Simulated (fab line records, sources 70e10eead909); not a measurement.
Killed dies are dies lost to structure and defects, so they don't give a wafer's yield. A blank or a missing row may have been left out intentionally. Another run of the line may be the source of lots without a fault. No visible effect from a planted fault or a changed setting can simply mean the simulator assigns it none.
Which of the tools did it? / flow nand-harc / 6 lots with 18 wafers sampled at 5 steps, on a route of 1302 steps

== WHAT EACH GAUGE READ, for each wafer ==
NHARC_END_SORT_01.
lot=L123; measured=day 25 11:55; on=prober-01; sort_bin_2_pct (%)=0.4 0.3 0.6
lot=L135; measured=day 30 17:50; on=prober-01; sort_bin_2_pct (%)=5.0 4.0 5.9
lot=L137; measured=day 31 22:11; on=prober-01; sort_bin_2_pct (%)=3.5 2.5 2.8

== WHAT TOOL EACH LOT RAN ON (gives the tool, then ch and the chambers of the sampled wafers, and finally the start) ==
lot=L123; NHARC_P_M1_PRE_CLEAN_32=pecvd-03 ch 0,1, day 7 13:53; NHARC_P_M2_PVD_20=pvd-sputter-02, day 7 16:49; NHARC_P_M2_PVD_21=pvd-sputter-02, day 7 17:23 or earlier; NHARC_P_M2_ANNEAL_31=rtp-anneal-01 ch 0, day 7 17:23
lot=L125; NHARC_P_M1_PRE_CLEAN_32=pecvd-03 ch 0,1,2, day 8 14:20; NHARC_P_M2_PVD_20=pvd-sputter-02, day 8 17:01; NHARC_P_M2_PVD_21=pvd-sputter-02, day 8 17:38 or earlier; NHARC_P_M2_ANNEAL_31=rtp-anneal-02 ch 0, day 8 17:38
lot=L135; NHARC_P_M1_PRE_CLEAN_32=pecvd-02 ch 0,1,2, day 12 12:34; NHARC_P_M2_PVD_20=pvd-sputter-02, day 12 15:13; NHARC_P_M2_PVD_21=pvd-sputter-02, day 12 15:49 or earlier; NHARC_P_M2_ANNEAL_31=rtp-anneal-01 ch 0, day 12 15:49
lot=L137; NHARC_P_M1_PRE_CLEAN_32=pecvd-02 ch 1,2, day 13 11:54; NHARC_P_M2_PVD_20=pvd-sputter-01, day 13 14:28; NHARC_P_M2_PVD_21=pvd-sputter-01, day 13 15:05 or earlier; NHARC_P_M2_ANNEAL_31=rtp-anneal-01 ch 0, day 13 15:05
lot=L140; NHARC_P_M1_PRE_CLEAN_32=pecvd-03 ch 0,2, day 14 09:49; NHARC_P_M2_PVD_20=pvd-sputter-02, day 14 12:20; NHARC_P_M2_PVD_21=pvd-sputter-02, day 14 13:01 or earlier; NHARC_P_M2_ANNEAL_31=rtp-anneal-02 ch 0, day 14 13:01
lot=L141; NHARC_P_M1_PRE_CLEAN_32=pecvd-03 ch 0,1,2, day 14 22:05; NHARC_P_M2_PVD_20=pvd-sputter-01, day 15 00:37; NHARC_P_M2_PVD_21=pvd-sputter-01, day 15 01:13 or earlier; NHARC_P_M2_ANNEAL_31=rtp-anneal-01 ch 0, day 15 01:13
- NHARC_P_M1_PRE_CLEAN_32: time 12 s.
- NHARC_P_M2_PVD_20: deposits TaN, target thk 5 nm, time 8.06 s.
- NHARC_P_M2_PVD_21: deposits Cu, target thk 30 nm, time 20.49 s.
- NHARC_P_M2_ANNEAL_31: time 90 s.

== THE ANSWER, worked out from the rows above alone ==
Rule: the lots themselves supply what counts as usual. Put in order of their means at a reading, lots are off if they are a third of the lots or fewer, leave a main group of 4 or more, and stand apart from it by a gap of 3 or more times the standard deviation of the main group's means; of several such gaps the widest counts. If all means in a main group match to the digits the tables above print for the reading, that group is not used. A lot without any number at a reading at which 4 lots or more have one is off too. The other lots that the step has rows for count as sound.
No lot is off on any of the readings shown, so nothing can be concluded from this.

== WHAT WAS PUT IN BY THE SIMULATOR ==
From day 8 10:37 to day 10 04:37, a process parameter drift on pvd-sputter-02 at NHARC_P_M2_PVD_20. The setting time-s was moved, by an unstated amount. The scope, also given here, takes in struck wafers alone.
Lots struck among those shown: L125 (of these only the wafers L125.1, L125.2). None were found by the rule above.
